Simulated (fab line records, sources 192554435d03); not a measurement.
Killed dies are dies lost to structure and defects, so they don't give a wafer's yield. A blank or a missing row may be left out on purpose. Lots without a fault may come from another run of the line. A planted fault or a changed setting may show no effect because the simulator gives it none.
Split-lot experiment | flow n5_finfet | 7 lots, 21 wafers read, on a route of 1938 steps

THE SPLIT
At N5_BEOL_M1_ILD_DEP_00 (deposits SiOC from DEMS/O2, target thk 79 nm, time 15.3 s), the setting time_s was moved away from the recipe's 15.3 s on 6 of the 21 wafers read, by -10.8% to +9.6%. The other wafers ran this setting at the recipe's value.

The file shows no step between the split and the reading.

THE READING
M1_ILD_THK, in nm, at N5_BEOL_M1_THK_MEAS_01. Fault-free wafers of this fab line usually give 79.0 nm, standard deviation 0.93 nm.

wafer  | tool, chamber at the split | time_s as run, s | against the recipe | M1_ILD_THK, nm | against lot-mates on the recipe
L078.1 | pecvd-03, 1                | 13.74            | -10.2%             | 69.0           | -9.6
L078.2 | pecvd-03, 0                | 13.74            | -10.2%             | 69.6           | -9.0
L078.6 | pecvd-03, 0                | 15.3             | recipe             | 78.6           | -
L079.4 | pecvd-04, 1                | 15.3             | recipe             | 81.2           | -
L079.5 | pecvd-04, 0                | 15.3             | recipe             | 79.4           | -
L079.6 | pecvd-04, 2                | 16.77            | +9.6%              | 86.1           | +5.8
L082.2 | pecvd-04, 2                | 15.3             | recipe             | 78.9           | -
L082.4 | pecvd-04, 0                | 15.3             | recipe             | 80.4           | -
L082.6 | pecvd-04, 2                | 15.3             | recipe             | 79.0           | -
L088.2 | pecvd-02, 1                | 15.3             | recipe             | 78.4           | -
L088.5 | pecvd-02, 2                | 15.3             | recipe             | 79.8           | -
L088.6 | pecvd-02, 0                | 15.3             | recipe             | 79.0           | -
L090.2 | pecvd-03, 1                | 15.3             | recipe             | 77.7           | -
L090.3 | pecvd-03, 1                | 14.36            | -6.1%              | 73.7           | -4.2
L090.6 | pecvd-03, 0                | 15.3             | recipe             | 78.1           | -
L092.1 | pecvd-04, 0                | 15.3             | recipe             | 78.1           | -
L092.5 | pecvd-04, 0,1              | 13.65            | -10.8%             | 71.0           | -7.1
L092.6 | pecvd-04, 0,1              | 13.65            | -10.8%             | 71.0           | -7.1
L094.3 | pecvd-04, 1                | 15.3             | recipe             | 78.1           | -
L094.5 | pecvd-04, 2                | 15.3             | recipe             | 79.0           | -
L094.6 | pecvd-04, 0                | 15.3             | recipe             | 79.9           | -
Where a row lists several chambers, the file gives one row for several wafers and doesn't say which wafer went through which chamber.

THE FIT
A straight line over all 21 wafers: M1_ILD_THK changes by +0.821 nm for each +1% of time_s; r = +0.97; the points scatter about the line by 1 nm.
The same after taking each lot's own level away (the mean of its wafers on the recipe; 21 wafers): +0.734 nm for each +1%; r = +0.97; scatter 0.89 nm.
On that fit, the largest move of time_s shifts the reading by 7.9 nm.
The lots' own levels span 77.90 to 80.30 nm, that is 2.6 times the standard deviation above.
So the lot-to-lot level changes the slope: the two fits differ.
Check: with one of the wafers moved furthest among these (-10.8%) left out of the fit, the line predicts -8.31 nm for it against its lot-mates. It came out at -7.1 nm against them.

OTHER SPLITS ON THESE WAFERS
These wafers also went through other splits before the reading. Each is held against what the fit with the lots' levels taken away leaves over:
other split on the same wafers         | wafers away from the commonest value | r with M1_ILD_THK (lot level and that fit taken away)
N5_MOL_CONTACT_COAG_ALD_133 ald_cycles | 5                                    | +0.12
N5_BEOL_M0_SAQP_EXPOSE_37 dose_mj      | 6                                    | -0.06

THE WHOLE CHAIN: every reading that the file lists as answering this split, in the file's order
step                   | what it does                                              | reading                                                                            | change (the file's fit)               | r (the file's)
N5_BEOL_M1_ILD_DEP_00  | deposits SiOC from DEMS/O2, target thk 79 nm, time 15.3 s | SiOC_of_BEOL_M1_ILD_DEP_00.thk_nm (the simulator's own value, which no gauge read) | +0.722 nm for each +1% of the setting | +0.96
N5_BEOL_M1_THK_MEAS_01 |                                                           | M1_ILD_THK                                                                         | +0.722 for each +1% of the setting    | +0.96

THE FILE'S OWN FIT
M1_ILD_THK changes by +0.722 nm for each +1% of time_s, r = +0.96.
